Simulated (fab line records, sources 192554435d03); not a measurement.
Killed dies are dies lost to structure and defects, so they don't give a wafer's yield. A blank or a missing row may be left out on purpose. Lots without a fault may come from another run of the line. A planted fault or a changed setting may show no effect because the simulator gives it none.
Chamber matching | flow n5_finfet | N5_BEOL_M5_DEP_56 on pecvd-03: 3 sister chambers
The step deposits SiCN from 3MS/NH3, target thk 8 nm, time 14 s. 6 wafers are shown with their chamber, then 10 later ones without.

WAFERS WITH THEIR CHAMBER
wafer  | chamber | showerhead_plenum_p_Torr (Torr) | throttle_valve_pct (%)
L083.3 | 0       | 3.654                           | 9.4
L085.1 | 2       | 3.649                           | 8.8
L087.1 | 2       | 3.631                           | 8.9
L087.6 | 1       | 3.676                           | 9.0
L089.1 | 1       | 3.681                           | 8.8
L089.5 | 0       | 3.656                           | 9.6

WAFERS WITHOUT THEIR CHAMBER
wafer  | showerhead_plenum_p_Torr (Torr) | throttle_valve_pct (%)
L089.6 | 3.678                           | 9.0
L094.1 | 3.658                           | 10.0
L094.5 | 3.683                           | 9.1
L094.6 | 3.662                           | 9.6
L095.3 | 3.673                           | 8.9
L095.4 | 3.658                           | 9.5
L095.6 | 3.688                           | 8.7
L096.1 | 3.688                           | 9.0
L096.4 | 3.680                           | 8.8
L096.5 | 3.647                           | 9.2

WHICH CHAMBER EACH WENT THROUGH
wafer  | from the rows above     | in truth
L089.6 | 1                       | 1
L094.1 | 0                       | 0
L094.5 | 1                       | 1
L094.6 | 0                       | 0
L095.3 | 1                       | 1
L095.4 | 0                       | 0
L095.6 | 1                       | 1
L096.1 | 1                       | 1
L096.4 | 1                       | 1
L096.5 | can't be placed: 0 or 2 | 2
Placed correctly: 9 of 10. Can't be placed from these rows: 1 (the true chamber is among the candidates in 1). Placed wrongly: 0.
How it was worked out, from the rows above alone: a wafer's distance from a chamber is the root of the sum, over the readings, of the square of ((its reading less the chamber's mean) divided by the reading's scatter). The wafer belongs to the nearest chamber; if the next one is less than 2 further off, it can't be placed. A chamber's mean is the mean of its shown wafers. The scatter: the root of (the sum of the squares of (reading less its chamber's mean) over the shown wafers, divided by (wafers less chambers)).
